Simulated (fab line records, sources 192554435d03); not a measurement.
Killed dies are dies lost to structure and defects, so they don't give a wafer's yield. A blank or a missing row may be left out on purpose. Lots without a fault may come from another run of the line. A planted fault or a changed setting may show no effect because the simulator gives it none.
A struck lot beside a sound one | flow n5_finfet | 37 steps out of a route of 1938
Sound: wafers L329.1, L329.3, L329.4. Struck: wafer L316.4. (L316.2 of the same lot was not struck and is left out.) The cause comes at the end.
At each step with rows: each side's tool, then ch and its chambers, then its first start. Under that, the readings that differ: sound wafers | struck wafers | difference of the means | sigmas: that difference in standard deviations of wafers without a fault.
alike: readings whose means differ by less than 2 such deviations, and words and numbers that are the same on both sides. not compared: withheld readings, readings that some wafer has no value for, bounds like >300 that may hide the same value, and numbers for which the record gives no deviation and whose values overlap.
The two part at a step that has a row with sigmas, a row that says differs or no value, or rows on one side only. Numbers that don't overlap but have no deviation are shown without sigmas and don't part them. A reading that every wafer of one side lacks parts them only if that side has two wafers or more.

first, 9 steps without rows for these wafers: N5_BEOL_M14_PRE_CLEAN_42 (time 30 s); N5_BEOL_M14_SPUTTER_43 (material TaN, target thk 15 nm, time 24.19 s); N5_BEOL_M14_SPUTTER_44 (material Ta, target thk 15 nm, time 24.19 s); N5_BEOL_M14_SPUTTER_45 (material Cu, target thk 100 nm, time 16.67 s); N5_BEOL_M14_ECD_47 (material Cu, target thk 1248 nm); N5_BEOL_M14_ANNEAL_48 (time 90 s); N5_BEOL_M14_CMP_49 (polishes, stops on SiO2, t overpolish 5.2 s, target thk 560 nm); N5_BEOL_M14_PRE_CLEAN_52 (time 15 s); N5_BEOL_M14_DEP_53 (deposits SiCN from 3MS/NH3, target thk 50 nm, time 17.8 s).
N5_BEOL_M15_ILD_DEP_00: deposits SiO2 from TEOS/O2, target thk 1629.3 nm, time 346.1 s.
  sound on pecvd-03 ch 0,1, day 17 02:23; struck on pecvd-04 ch 2, day 13 05:16
  reading                                       | sound             | struck | difference | sigmas
  run_length_s (s)                              | 388.2 387.6 387.7 | 427.8  | +40.0      | +62
  model.SiO2_of_BEOL_M15_ILD_DEP_00.thk_nm (nm) | 1613 1636 1644    | 1810   | +179       |
  alike: chamber_pressure_Torr, heater_power_w, showerhead_plenum_p_Torr, throttle_valve_pct
N5_BEOL_M15_THK_MEAS_01:
  sound on film_metro-02, day 17 02:38; struck on film_metro-01, day 13 05:31
  reading          | sound          | struck | difference | sigmas
  M15_ILD_THK (nm) | 1613 1634 1645 | 1809   | +178       | +8
then, 10 steps without rows for these wafers: N5_BEOL_M15_COAT_58 (time 60 s, resist thk 89 nm); N5_BEOL_M15_COAT_04 (resist thk 800 nm); N5_BEOL_M15_EBR_06; N5_BEOL_M15_SOFTBAKE_05 (time 60 s); N5_BEOL_M15_EXPOSE_07 (exposes mask V14); N5_BEOL_M15_PEB_08 (peb time 90 s); N5_BEOL_M15_DEVELOP_09 (develop time 45 s); N5_BEOL_M15_HARDBAKE_14 (time 120 s); N5_BEOL_M15_DESCUM_15 (chemistry O2, time 7.9 s); N5_BEOL_M15_ETCH_59 (etches BARC in N2/H2, target depth 89 nm, overetch 26.7 nm, time 67.9 s).
N5_BEOL_M15_VIA_ETCH_16: etches SiO2 in C4F8/O2/Ar, target depth 1792.2 nm.
  sound on rie_diel-03 ch 0,1,2, day 17 03:14; struck on rie_diel-01 ch 1, day 13 06:07
  reading                                    | sound             | struck | difference | sigmas
  showerhead_plenum_p_Torr (Torr)            | 3.33 3.41 3.39    | 3.64   | +0.26      | +3
  model.etch.depth_nm (nm)                   | 1613 1636 1644    | 1810   | +179       |
  model.coat_of_BEOL_M15_COAT_04.thk_nm (nm) | 328.2 332.8 325.4 | 283    | -46        |
  alike: drypump_motor_current_A, oes_product_au, rf_vpp_V, throttle_valve_pct
then, 13 steps without rows for these wafers: N5_BEOL_M15_STRIP_63 (strips in O2); N5_BEOL_M15_STRIP_64 (strips in O2); N5_BEOL_M15_STRIP_65 (strips in post etch residue remover, time 60 s); N5_BEOL_M15_SRD_66 (time 30 s, dry time 30 s); N5_BEOL_M15_COAT_56 (time 60 s, resist thk 550 nm); N5_BEOL_M15_ETCH_57 (etches SOC in N2/H2, time 750 s); N5_BEOL_M15_COAT_60 (time 60 s, resist thk 89 nm); N5_BEOL_M15_COAT_22 (resist thk 800 nm); N5_BEOL_M15_EBR_24; N5_BEOL_M15_SOFTBAKE_23 (time 60 s); N5_BEOL_M15_EXPOSE_25 (exposes mask M15, target cd 400 nm); N5_BEOL_M15_PEB_26 (peb time 90 s); N5_BEOL_M15_DEVELOP_27 (develop time 45 s).
N5_BEOL_M15_CMP_49: polishes, stops on SiO2, t overpolish 4.9 s, target thk 850 nm.
  sound on cmp-04 ch 0,1,3, day 17 07:11; struck on cmp-04 ch 0, day 13 10:46
  reading                                       | sound          | struck | difference | sigmas
  model.SiO2_of_BEOL_M15_ILD_DEP_00.thk_nm (nm) | 1535 1556 1564 | 1736   | +184       |
  alike: motor_current_A, retaining_ring_pressure_frac
N5_PASSIVATION_PROBE_49:
  the record has rows for the struck wafers here (prober-01, day 14 01:01) and none for the sound ones

WHERE THEY PART
First at N5_BEOL_M15_ILD_DEP_00; last, within this record, at N5_PASSIVATION_PROBE_49.

WHY: what the simulator had put in
Process parameter drift: pecvd-04, from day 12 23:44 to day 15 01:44, at N5_BEOL_M15_ILD_DEP_00. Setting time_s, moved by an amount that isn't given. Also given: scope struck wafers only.
